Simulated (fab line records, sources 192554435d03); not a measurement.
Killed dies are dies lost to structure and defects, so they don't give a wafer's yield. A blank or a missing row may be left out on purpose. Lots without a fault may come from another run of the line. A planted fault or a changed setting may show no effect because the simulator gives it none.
Chamber matching | flow n5_finfet | N5_BEOL_M12_VIA_ETCH_16 on rie_diel-05: 4 sister chambers
The step etches SiOC in C4F8/O2/Ar, target depth 724.8 nm. 4 wafers are shown with their chamber, then 8 later ones without.

WAFERS WITH THEIR CHAMBER
wafer  | chamber | showerhead_plenum_p_Torr (Torr)
L078.6 | 3       | 3.33
L086.3 | 0       | 3.41
L086.4 | 1       | 3.34
L091.1 | 2       | 3.42

WAFERS WITHOUT THEIR CHAMBER
wafer  | showerhead_plenum_p_Torr (Torr)
L091.2 | 3.40
L091.4 | 3.33
L093.1 | 3.33
L093.5 | 3.33
L093.6 | 3.32
L096.2 | 3.40
L096.3 | 3.41
L096.4 | 3.31

WHICH CHAMBER EACH WENT THROUGH
wafer  | from the rows above     | in truth
L091.2 | can't be placed: 0 or 2 | 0
L091.4 | can't be placed: 3 or 1 | 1
L093.1 | can't be placed: 3 or 1 | 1
L093.5 | can't be placed: 3 or 1 | 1
L093.6 | can't be placed: 3 or 1 | 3
L096.2 | can't be placed: 0 or 2 | 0
L096.3 | can't be placed: 0 or 2 | 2
L096.4 | can't be placed: 3 or 1 | 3
Placed correctly: 0 of 8. Can't be placed from these rows: 8 (the true chamber is among the candidates in 8). Placed wrongly: 0.
How it was worked out, from the rows above alone: a wafer's distance from a chamber is the root of the sum, over the readings, of the square of ((its reading less the chamber's mean) divided by the reading's scatter). The wafer belongs to the nearest chamber; if the next one is less than 2 further off, it can't be placed. A chamber's mean is the mean of its shown wafers. The scatter: with one shown wafer a chamber, the root of the mean of the squares of how far each hidden wafer lies from its nearest shown one.
